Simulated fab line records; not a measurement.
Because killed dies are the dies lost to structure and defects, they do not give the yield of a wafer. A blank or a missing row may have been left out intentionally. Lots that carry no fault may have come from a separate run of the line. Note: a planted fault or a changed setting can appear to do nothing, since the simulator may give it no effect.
fab line records / flow n5-finfet
record: lots: 4 wafers: 12 last-day: 17
route steps=1938 shown MOL_CONTACT_COAG@621 BEOL_M0_SAQP@632 BEOL_M0@743 BEOL_M4@1111
lots untouched by any fault: they come from a run of this same line in which no faults occurred
start-h: hours from the record's opening day to when the first of the lot's shown wafers began / wait-h: hours elapsed since this lot's preceding step / " repeats the value in the row above / L1.1+2: a row that stands for several wafers / - value missing, or start not given / * or withheld: withheld / < > ~ a bound
route shown NAME@n: NAME is a module with steps in the file, n the number in the route of the first one / usual: average and standard deviation across the fault-free wafers / same: alike in all rows / chamber/n: place in a boat / sites: readings site by site / _std_site: the standard deviation of these / _edge_site: the outer-site mean with the inner-site mean subtracted / radius-mm: for every site, how far away it sits from the centre of the wafer / mask NAME#n: copy n / behind: tool/chamber where the wafer was last shaped / hold: reason for holding the lot/hours on hold/outcome of the hold / device: the n, p or np transistor that did not switch / end of line: the route-end tests of the same wafers / a step without rows: its recipe alone / killed: dies that structure and defects cost at the first sort, which is not the same as the wafer's yield / map: per-die view of a wafer (x killed, . not killed, _ where there is no die)
set.NAME: the run value of the setting; set.NAME@STEP: its run value at that earlier step / model.NAME: the simulator's own value behind a step, which no gauge read
lots at selected steps of the route; one table per step, one row per wafer
services: a tool's chamber out of use, with start hour (start-h, from the record's first day; less than 0 if before it), hours out, and reason
== steps ==
step: N5_MOL_CONTACT_COAG_SRD_139
recipe: dry: ipa-marangoni time-s: 30 temp-c: 23 rinse-liquid: diw
step: N5_MOL_CONTACT_COAG_PRE_CLEAN_121
recipe: gas: H2/He time-s: * temp-c: withheld
step: N5_MOL_CONTACT_COAG_CVD_140
recipe: material: W target-thk-a: 665 mode: selective-fill temp-c: 300 time-s: 215
step: N5_MOL_CONTACT_COAG_PRECLEAN_127
recipe: chemistry: DIW time-s: 57.5 temp-c: 23
step: N5_MOL_CONTACT_COAG_SRD_128
recipe: dry-time-s: 32 dry: n2-spin spin-rpm: 1500
step: N5_MOL_CONTACT_COAG_CMP_52
recipe: stop-on: SiO2 t-overpolish-s: 1.5 post-cmp-clean: w-dilute-nh4oh down-force-psi: 4 platen-rpm: 50.289 pad-velocity-m-s: 1.0006 target-thk-nm: 66.5
step: N5_MOL_CONTACT_COAG_ANNEAL_112
recipe: temp-c: 400 time-s: 1800 ambient: HPD2 pressure-atm: 10
step: N5_BEOL_M0_SAQP_PECVD_00
recipe: material: SiCN target-thk-a: 80 temp-c: withheld precursor: 3MS/NH3 pressure-torr: 3 rf-w: 202 time-s: 14
step: N5_BEOL_M0_SAQP_ILD_DEP_01
recipe: material: SiOC target-thk-a: 454.19 temp-c: 350 precursor: DEMS/O2 pressure-torr: 5 rf-w: 500 time-s: 8.7
usual: heater-power-w: 459/42 showerhead-plenum-p-Torr: 5.690/0.013 throttle-valve-pct: 12.1/0.74
lot.wafer=L155.2 tool=pecvd-01 chamber=1 start-h=162.33 wait-h=0.0 heater-power-w=482 showerhead-plenum-p-Torr=5.693 throttle-valve-pct=13.8 model.SiOC_of_BEOL_M0_SAQP_ILD_DEP_01.thk-nm=45.2
lot.wafer=L155.3 tool=pecvd-01 chamber=2 start-h=162.33 wait-h=0.0 heater-power-w=430 showerhead-plenum-p-Torr=5.688 throttle-valve-pct=11.3 model.SiOC_of_BEOL_M0_SAQP_ILD_DEP_01.thk-nm=45
lot.wafer=L155.5 tool=pecvd-01 chamber=1 start-h=162.33 wait-h=0.0 heater-power-w=463 showerhead-plenum-p-Torr=5.687 throttle-valve-pct=13.7 model.SiOC_of_BEOL_M0_SAQP_ILD_DEP_01.thk-nm=45.6
lot.wafer=L162.2 tool=pecvd-01 chamber=2 start-h=203.32 wait-h=0.0 heater-power-w=409 showerhead-plenum-p-Torr=5.706 throttle-valve-pct=11.3 model.SiOC_of_BEOL_M0_SAQP_ILD_DEP_01.thk-nm=44.4
lot.wafer=L162.3 tool=pecvd-01 chamber=1 start-h=203.32 wait-h=0.0 heater-power-w=506 showerhead-plenum-p-Torr=5.683 throttle-valve-pct=13.4 model.SiOC_of_BEOL_M0_SAQP_ILD_DEP_01.thk-nm=75.2
lot.wafer=L162.4 tool=pecvd-01 chamber=2 start-h=203.32 wait-h=0.0 heater-power-w=406 showerhead-plenum-p-Torr=5.707 throttle-valve-pct=11.1 model.SiOC_of_BEOL_M0_SAQP_ILD_DEP_01.thk-nm=75.6
lot.wafer=L163.1 tool=pecvd-01 chamber=0 start-h=210.25 wait-h=0.0 heater-power-w=460 showerhead-plenum-p-Torr=5.697 throttle-valve-pct=12.1 model.SiOC_of_BEOL_M0_SAQP_ILD_DEP_01.thk-nm=45
lot.wafer=L163.5 tool=pecvd-01 chamber=0 start-h=210.25 wait-h=0.0 heater-power-w=459 showerhead-plenum-p-Torr=5.705 throttle-valve-pct=12.1 model.SiOC_of_BEOL_M0_SAQP_ILD_DEP_01.thk-nm=75.6
lot.wafer=L163.6 tool=pecvd-01 chamber=1 start-h=210.25 wait-h=0.0 heater-power-w=471 showerhead-plenum-p-Torr=5.697 throttle-valve-pct=13.8 model.SiOC_of_BEOL_M0_SAQP_ILD_DEP_01.thk-nm=46
lot.wafer=L164.1 tool=pecvd-02 chamber=2 start-h=215.17 wait-h=0.0 heater-power-w=467 showerhead-plenum-p-Torr=5.681 throttle-valve-pct=11.7 model.SiOC_of_BEOL_M0_SAQP_ILD_DEP_01.thk-nm=45.2
lot.wafer=L164.3 tool=pecvd-02 chamber=0 start-h=215.17 wait-h=0.0 heater-power-w=489 showerhead-plenum-p-Torr=5.715 throttle-valve-pct=11.7 model.SiOC_of_BEOL_M0_SAQP_ILD_DEP_01.thk-nm=45.8
lot.wafer=L164.6 tool=pecvd-02 chamber=1 start-h=215.17 wait-h=0.0 heater-power-w=368 showerhead-plenum-p-Torr=5.698 throttle-valve-pct=11.3 model.SiOC_of_BEOL_M0_SAQP_ILD_DEP_01.thk-nm=46.4
step: N5_BEOL_M0_SAQP_HM_DEP_02
recipe: material: TiN target-thk-a: 120 temp-c: 25 chamber-pressure-pa: 0.49996
step: N5_BEOL_M0_SAQP_PECVD_03
recipe: material: SiCN target-thk-a: 120 temp-c: withheld precursor: 3MS/NH3 pressure-torr: 3 rf-w: 202 time-s: 21.1
step: N5_BEOL_M0_SAQP_PECVD_96
recipe: material: a-Si target-thk-a: 450 temp-c: 350 precursor: SiH4/He pressure-torr: 3 rf-w: 100 time-s: 45.2
step: N5_BEOL_M0_SAQP_PECVD_97
recipe: material: SiNx target-thk-a: 230 temp-c: 350 precursor: SiH4/NH3/N2 pressure-torr: 1.5 rf-w: 300 time-s: 19.9
step: N5_BEOL_M0_SAQP_PECVD_04
recipe: material: a-Si target-thk-a: 600 temp-c: 350 precursor: SiH4/He pressure-torr: 3 rf-w: 100 time-s: 60.2
step: N5_BEOL_M0_SAQP_HM_DEP_111
recipe: material: SiO2 target-thk-a: 120 temp-c: 400 precursor: SiH4/N2O pressure-torr: 0.75 rf-w: 275 time-s: 7.2
step: N5_BEOL_M0_SAQP_COAT_81
recipe: resist: SOC temp-c: 250 time-s: 60 spin-rpm: 1500 resist-thk-nm: 100
step: N5_BEOL_M0_SAQP_COAT_82
recipe: resist: SiARC temp-c: 220 time-s: 60 spin-rpm: 1500 resist-thk-nm: 30
step: N5_BEOL_M0_SAQP_COAT_08
recipe: resist: CAR-ArF spin-rpm: 1500 resist-thk-nm: 90
step: N5_BEOL_M0_SAQP_EBR_10
recipe: solvent: PGMEA ebr-width-mm: 1.5
step: N5_BEOL_M0_SAQP_SOFTBAKE_09
recipe: temp-c: 110 time-s: 60 resist: CAR-ArF
step: N5_BEOL_M0_SAQP_EXPOSE_11
recipe: mask-id: M0_CORE na: 1.35 source-shape: dipole sigma-inner: 0.538 sigma-outer: 0.738 polarization: te target-cd-nm: 42 dose-mj: 55
step: N5_BEOL_M0_SAQP_PEB_12
recipe: peb-temp-c: withheld peb-time-s: 60 resist: CAR-ArF
step: N5_BEOL_M0_SAQP_DEVELOP_13
recipe: develop-time-s: 30 developer: TMAH resist: CAR-ArF dev-temp-c: 23 rinse-liquid: diw dry: air-spin
step: N5_BEOL_M0_SAQP_DESCUM_19
recipe: chemistry: O2 time-s: 7.9 source-power-w: 50 bias-power-w: 20 pressure-mtorr: 20 rf-frequency-hz: 2.712e+07 temp-c: 40 resist: CAR-ArF o2-flow-sccm: 225
step: N5_BEOL_M0_SAQP_ETCH_83
recipe: chemistry: CF4 target: SiARC target-depth-a: 390 mask-material: CAR-ArF time-s: 65 ion-energy-ev: 80 pressure-mtorr: 40 source-w: 545 bias-w: 36 Ar_flow_sccm: 100 cf4-flow-sccm: 100 ends: cleared
step: N5_BEOL_M0_SAQP_ETCH_84
recipe: chemistry: N2/H2 target: SOC target-depth-a: 1000 overetch-a: 200 mask-material: SiARC temp-c: 40 time-s: 150 ion-energy-ev: 200 pressure-mtorr: 30 source-w: 840 bias-w: 150 n2-flow-sccm: 200 h2-flow-sccm: 200
step: N5_BEOL_M0_SAQP_STRIP_80
recipe: chemistry: N2/H2 temp-c: 40 n2-flow-sccm: 200 h2-flow-sccm: 200 rf-frequency-hz: 6e+07
step: N5_BEOL_M0_SAQP_HM_OPEN_112
recipe: chemistry: CHF3/O2 target: SiO2 stop-on: a-Si target-depth-a: 120 over-etch-frac: 1.25 mask-material: SOC time-s: 13.5 pressure-mtorr: 30 source-w: 650 bias-w: 170 Ar_flow_sccm: 200 CHF3_flow_sccm: 50 O2_flow_sccm: 5 ion-energy-ev: 200 ends: end-point
step: N5_BEOL_M0_SAQP_STRIP_113
recipe: chemistry: CHF3/O2 resist: SiARC rf-frequency-hz: 6e+07
step: N5_BEOL_M0_SAQP_MANDREL_ETCH_20
recipe: target-depth-a: 600 chemistry: HBr/Cl2 target: a-Si stop-on: SiNx bt-time-s: 10 mask-material: SOC over-etch-frac: 0.5 time-s: 30 pressure-mtorr: 10 icp-w: 800 bias-w: 75 HBr_flow_sccm: 150 Cl2_flow_sccm: 80 ends: end-point
step: N5_BEOL_M0_SAQP_STRIP_86
recipe: chemistry: N2/H2 power-w: 500 temp-c: 40 pressure-mtorr: 50 rf-frequency-hz: 6e+07 overash-fraction: 0.3 bias-power-w: 28 h2-frac: 0.5 n2-flow-sccm: 300 h2-flow-sccm: 300
step: N5_BEOL_M0_SAQP_STRIP_115
recipe: chemistry: post-etch-residue-remover time-s: 60 temp-c: 25 remover-ph: withheld remover-water-wt-pct: withheld remover-fluoride-wt-pct: withheld
step: N5_BEOL_M0_SAQP_SRD_93
recipe: dry: ipa-marangoni time-s: 30 temp-c: 23 rinse-liquid: diw
step: N5_BEOL_M0_SAQP_RECESS_114
recipe: chemistry: HF/NH3 target: SiO2 target-depth-a: 144 afs-cycles: 3 temp-c: 30 sublimation-temp-c: 180 sublimation-time-s: 60
step: N5_BEOL_M0_CMP_120
recipe: stop-on: SiOC t-overpolish-s: 6.9 down-force-psi: 1 platen-rpm: 50 clearing-platen-down-force-psi: 1.5 clearing-platen-rpm: 50 post-cmp-clean: cu-alkaline clearing-platen-pad-velocity-m-s: 0.99484 pad-velocity-m-s: 0.99484
usual: barrier-field-endpoint-s: 3.68/0.11 motor-current-A: 6.1/0.64 overpolish-run-s: 6.900/0.0081 platen-rpm: 50.00/0.037 time-to-endpoint-s: 62.4/2.6
lot.wafer=L155.3 tool=cmp-03 chamber=3 start-h=176.83 wait-h=0.2 barrier-field-endpoint-s=3.76 motor-current-A=7.2 overpolish-run-s=6.898 platen-rpm=49.99 time-to-endpoint-s=62.5 model.SiOC_of_BEOL_M0_SAQP_ILD_DEP_01.thk-nm=38.8
lot.wafer=L155.2 tool=cmp-03 chamber=1 start-h=176.83 wait-h=0.2 barrier-field-endpoint-s=3.59 motor-current-A=6.3 overpolish-run-s=6.895 platen-rpm=49.94 time-to-endpoint-s=57.7 model.SiOC_of_BEOL_M0_SAQP_ILD_DEP_01.thk-nm=39
lot.wafer=L155.5 tool=cmp-03 chamber=0 start-h=176.83 wait-h=0.2 barrier-field-endpoint-s=3.71 motor-current-A=6.0 overpolish-run-s=6.906 platen-rpm=49.99 time-to-endpoint-s=61.0 model.SiOC_of_BEOL_M0_SAQP_ILD_DEP_01.thk-nm=39.4
lot.wafer=L162.4 tool=cmp-03 chamber=0 start-h=218.96 wait-h=0.2 barrier-field-endpoint-s=3.52 motor-current-A=5.7 overpolish-run-s=6.906 platen-rpm=50.05 time-to-endpoint-s=58.8 model.SiOC_of_BEOL_M0_SAQP_ILD_DEP_01.thk-nm=69.6
lot.wafer=L162.2 tool=cmp-03 chamber=1 start-h=218.96 wait-h=0.2 barrier-field-endpoint-s=3.47 motor-current-A=6.2 overpolish-run-s=6.896 platen-rpm=49.97 time-to-endpoint-s=59.2 model.SiOC_of_BEOL_M0_SAQP_ILD_DEP_01.thk-nm=38.4
lot.wafer=L162.3 tool=cmp-03 chamber=3 start-h=218.96 wait-h=0.2 barrier-field-endpoint-s=3.57 motor-current-A=7.0 overpolish-run-s=6.894 platen-rpm=49.97 time-to-endpoint-s=59.5 model.SiOC_of_BEOL_M0_SAQP_ILD_DEP_01.thk-nm=69.2
lot.wafer=L163.1 tool=cmp-02 chamber=0 start-h=222.11 wait-h=0.3 barrier-field-endpoint-s=3.64 motor-current-A=5.5 overpolish-run-s=6.894 platen-rpm=49.97 time-to-endpoint-s=61.8 model.SiOC_of_BEOL_M0_SAQP_ILD_DEP_01.thk-nm=38.8
lot.wafer=L163.6 tool=cmp-02 chamber=3 start-h=222.11 wait-h=0.3 barrier-field-endpoint-s=3.77 motor-current-A=6.2 overpolish-run-s=6.899 platen-rpm=50.00 time-to-endpoint-s=62.8 model.SiOC_of_BEOL_M0_SAQP_ILD_DEP_01.thk-nm=39.8
lot.wafer=L163.5 tool=cmp-02 chamber=0 start-h=222.11 wait-h=0.3 barrier-field-endpoint-s=3.70 motor-current-A=5.9 overpolish-run-s=6.898 platen-rpm=50.03 time-to-endpoint-s=64.5 model.SiOC_of_BEOL_M0_SAQP_ILD_DEP_01.thk-nm=69.4
lot.wafer=L164.1 tool=cmp-02 chamber=1 start-h=234.16 wait-h=0.3 barrier-field-endpoint-s=3.65 motor-current-A=7.4 overpolish-run-s=6.888 platen-rpm=50.05 time-to-endpoint-s=60.6 model.SiOC_of_BEOL_M0_SAQP_ILD_DEP_01.thk-nm=39
lot.wafer=L164.3 tool=cmp-02 chamber=2 start-h=234.16 wait-h=0.3 barrier-field-endpoint-s=3.66 motor-current-A=5.7 overpolish-run-s=6.914 platen-rpm=49.97 time-to-endpoint-s=63.2 model.SiOC_of_BEOL_M0_SAQP_ILD_DEP_01.thk-nm=39.8
lot.wafer=L164.6 tool=cmp-02 chamber=3 start-h=234.16 wait-h=0.3 barrier-field-endpoint-s=3.66 motor-current-A=6.6 overpolish-run-s=6.897 platen-rpm=49.99 time-to-endpoint-s=62.7 model.SiOC_of_BEOL_M0_SAQP_ILD_DEP_01.thk-nm=40.4
step: N5_BEOL_M0_RS_MEAS_126
recipe: thk-meas-gauge: four-point-probe reads: Co_of_BEOL_M0_CO_CAP_123+Cu_of_BEOL_M0_ECD_118+Co_of_BEOL_M0_CVD_115+TaN_of_BEOL_M0_ALD_136
usual: M0_RS: 0.531/0.013
lot.wafer=L155.2 tool=film-metro-01 chamber=- start-h=177.38 wait-h=0.1 M0_RS[ohm/sq]=0.539
lot.wafer=L155.3 tool=film-metro-01 chamber=- start-h=177.38 wait-h=0.1 M0_RS[ohm/sq]=0.524
lot.wafer=L155.5 tool=film-metro-01 chamber=- start-h=177.38 wait-h=0.1 M0_RS[ohm/sq]=0.542
lot.wafer=L162.2 tool=film-metro-01 chamber=- start-h=219.75 wait-h=0.1 M0_RS[ohm/sq]=0.554
lot.wafer=L162.3 tool=film-metro-01 chamber=- start-h=219.75 wait-h=0.1 M0_RS[ohm/sq]=0.298
lot.wafer=L162.4 tool=film-metro-01 chamber=- start-h=219.75 wait-h=0.1 M0_RS[ohm/sq]=0.294
lot.wafer=L163.1 tool=film-metro-01 chamber=- start-h=222.62 wait-h=0.0 M0_RS[ohm/sq]=0.535
lot.wafer=L163.5 tool=film-metro-01 chamber=- start-h=222.62 wait-h=0.0 M0_RS[ohm/sq]=0.294
lot.wafer=L163.6 tool=film-metro-01 chamber=- start-h=222.62 wait-h=0.0 M0_RS[ohm/sq]=0.528
lot.wafer=L164.1 tool=film-metro-02 chamber=- start-h=234.69 wait-h=0.0 M0_RS[ohm/sq]=0.530
lot.wafer=L164.3 tool=film-metro-02 chamber=- start-h=234.69 wait-h=0.0 M0_RS[ohm/sq]=0.518
lot.wafer=L164.6 tool=film-metro-02 chamber=- start-h=234.69 wait-h=0.0 M0_RS[ohm/sq]=0.508
step: N5_BEOL_M4_RC_MEAS_101
usual: DIBL_N: 36.6/1.1 DIBL_P: 36.8/1.6 IOFF_N: 0.169/0.024 IOFF_P: 0.206/0.028 ION_N: 679/9.2 ION_P: 462/7 SS_N: 71.6/0.57 SS_P: 73.3/0.57 VT_N: 248.8/2.4 VT_P: -251/3
lot.wafer=L155.2 tool=prober-01 chamber=0 start-h=245.39 wait-h=0.2 DIBL_N[mV/V]=37.3 DIBL_P[mV/V]=36.2 IOFF_N[nA/um]=0.168 IOFF_P[nA/um]=0.235 ION_N[uA/um]=685 ION_P[uA/um]=470 SS_N[mV/dec]=71.2 SS_P[mV/dec]=73.1 VT_N[mV]=245.6 VT_P[mV]=-248
lot.wafer=L155.3 tool=prober-01 chamber=0 start-h=245.39 wait-h=0.2 DIBL_N[mV/V]=37.0 DIBL_P[mV/V]=35.7 IOFF_N[nA/um]=0.156 IOFF_P[nA/um]=0.223 ION_N[uA/um]=683 ION_P[uA/um]=477 SS_N[mV/dec]=71.5 SS_P[mV/dec]=72.9 VT_N[mV]=247.1 VT_P[mV]=-249
lot.wafer=L155.5 tool=prober-01 chamber=0 start-h=245.39 wait-h=0.2 DIBL_N[mV/V]=36.1 DIBL_P[mV/V]=34.9 IOFF_N[nA/um]=0.150 IOFF_P[nA/um]=0.222 ION_N[uA/um]=689 ION_P[uA/um]=471 SS_N[mV/dec]=71.3 SS_P[mV/dec]=72.8 VT_N[mV]=248.8 VT_P[mV]=-247
lot.wafer=L162.2 tool=prober-01 chamber=0 start-h=299.60 wait-h=0.2 DIBL_N[mV/V]=36.7 DIBL_P[mV/V]=35.5 IOFF_N[nA/um]=0.159 IOFF_P[nA/um]=0.191 ION_N[uA/um]=670 ION_P[uA/um]=457 SS_N[mV/dec]=71.9 SS_P[mV/dec]=72.8 VT_N[mV]=248.9 VT_P[mV]=-254
lot.wafer=L162.3 tool=prober-01 chamber=0 start-h=299.60 wait-h=0.2 DIBL_N[mV/V]=36.9 DIBL_P[mV/V]=36.1 IOFF_N[nA/um]=0.157 IOFF_P[nA/um]=0.199 ION_N[uA/um]=672 ION_P[uA/um]=451 SS_N[mV/dec]=71.7 SS_P[mV/dec]=73.3 VT_N[mV]=249.5 VT_P[mV]=-251
lot.wafer=L162.4 tool=prober-01 chamber=0 start-h=299.60 wait-h=0.2 DIBL_N[mV/V]=36.4 DIBL_P[mV/V]=35.5 IOFF_N[nA/um]=0.156 IOFF_P[nA/um]=0.193 ION_N[uA/um]=673 ION_P[uA/um]=454 SS_N[mV/dec]=70.8 SS_P[mV/dec]=72.6 VT_N[mV]=251.5 VT_P[mV]=-253
lot.wafer=L163.1 tool=prober-02 chamber=0 start-h=299.70 wait-h=0.0 DIBL_N[mV/V]=35.9 DIBL_P[mV/V]=35.0 IOFF_N[nA/um]=0.155 IOFF_P[nA/um]=0.153 ION_N[uA/um]=684 ION_P[uA/um]=452 SS_N[mV/dec]=71.2 SS_P[mV/dec]=73.8 VT_N[mV]=250.7 VT_P[mV]=-258
lot.wafer=L163.5 tool=prober-02 chamber=0 start-h=299.70 wait-h=0.0 DIBL_N[mV/V]=36.9 DIBL_P[mV/V]=36.4 IOFF_N[nA/um]=0.164 IOFF_P[nA/um]=0.167 ION_N[uA/um]=680 ION_P[uA/um]=448 SS_N[mV/dec]=72.1 SS_P[mV/dec]=73.6 VT_N[mV]=250.2 VT_P[mV]=-260
lot.wafer=L163.6 tool=prober-02 chamber=0 start-h=299.70 wait-h=0.0 DIBL_N[mV/V]=37.3 DIBL_P[mV/V]=37.0 IOFF_N[nA/um]=0.183 IOFF_P[nA/um]=0.181 ION_N[uA/um]=683 ION_P[uA/um]=455 SS_N[mV/dec]=71.7 SS_P[mV/dec]=73.0 VT_N[mV]=248.9 VT_P[mV]=-257
lot.wafer=L164.1 tool=prober-01 chamber=0 start-h=304.79 wait-h=0.0 DIBL_N[mV/V]=38.7 DIBL_P[mV/V]=38.7 IOFF_N[nA/um]=0.226 IOFF_P[nA/um]=0.232 ION_N[uA/um]=698 ION_P[uA/um]=466 SS_N[mV/dec]=72.6 SS_P[mV/dec]=73.9 VT_N[mV]=243.9 VT_P[mV]=-249
lot.wafer=L164.3 tool=prober-01 chamber=0 start-h=304.79 wait-h=0.0 DIBL_N[mV/V]=38.3 DIBL_P[mV/V]=39.5 IOFF_N[nA/um]=0.212 IOFF_P[nA/um]=0.242 ION_N[uA/um]=684 ION_P[uA/um]=466 SS_N[mV/dec]=72.2 SS_P[mV/dec]=74.1 VT_N[mV]=247.3 VT_P[mV]=-249
lot.wafer=L164.6 tool=prober-01 chamber=0 start-h=304.79 wait-h=0.0 DIBL_N[mV/V]=37.5 DIBL_P[mV/V]=36.6 IOFF_N[nA/um]=0.187 IOFF_P[nA/um]=0.199 ION_N[uA/um]=677 ION_P[uA/um]=461 SS_N[mV/dec]=72.4 SS_P[mV/dec]=72.7 VT_N[mV]=248.9 VT_P[mV]=-250
== services ==
tool=pecvd-02 chamber=0 start-h=152.72 hours=2.1 kind=scheduled-down
tool=pecvd-01 chamber=1 start-h=155.91 hours=5.5 kind=scheduled-down
tool=cmp-02 chamber=- start-h=167.59 hours=0.3 kind=repair
tool=pecvd-01 chamber=2 start-h=172.57 hours=2.1 kind=scheduled-down
tool=cmp-03 chamber=- start-h=188.76 hours=1.9 kind=repair
tool=pecvd-02 chamber=- start-h=190.02 hours=14.6 kind=pm
tool=pecvd-02 chamber=0 start-h=215.90 hours=2.2 kind=repair
== key ==
first-sign: step: N5_BEOL_M0_RS_MEAS_126 reading: M0_RS direction: down sigmas: 17 usual: 0.531 struck: 0.295
effect none on later readings
model-effect: step: N5_BEOL_M0_SAQP_ILD_DEP_01 value: SiOC_of_BEOL_M0_SAQP_ILD_DEP_01.thk-nm without: 45.53 struck: 75.47
model-effect: step: N5_BEOL_M0_CMP_120 value: SiOC_of_BEOL_M0_SAQP_ILD_DEP_01.thk-nm without: 39.53 struck: 69.4
met-at N5_BEOL_M0_SAQP_ILD_DEP_01
struck-wafers L162.3,L162.4,L163.5
onset-between 162.33 203.32
fault: kind: process-parameter-drift tool: pecvd-01 chamber: - onset-h: 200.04 steps: N5_BEOL_M0_SAQP_ILD_DEP_01 channel: time-s offset: * shape: step end-h: 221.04 scope: struck-wafers-only acts-in: * stated: *
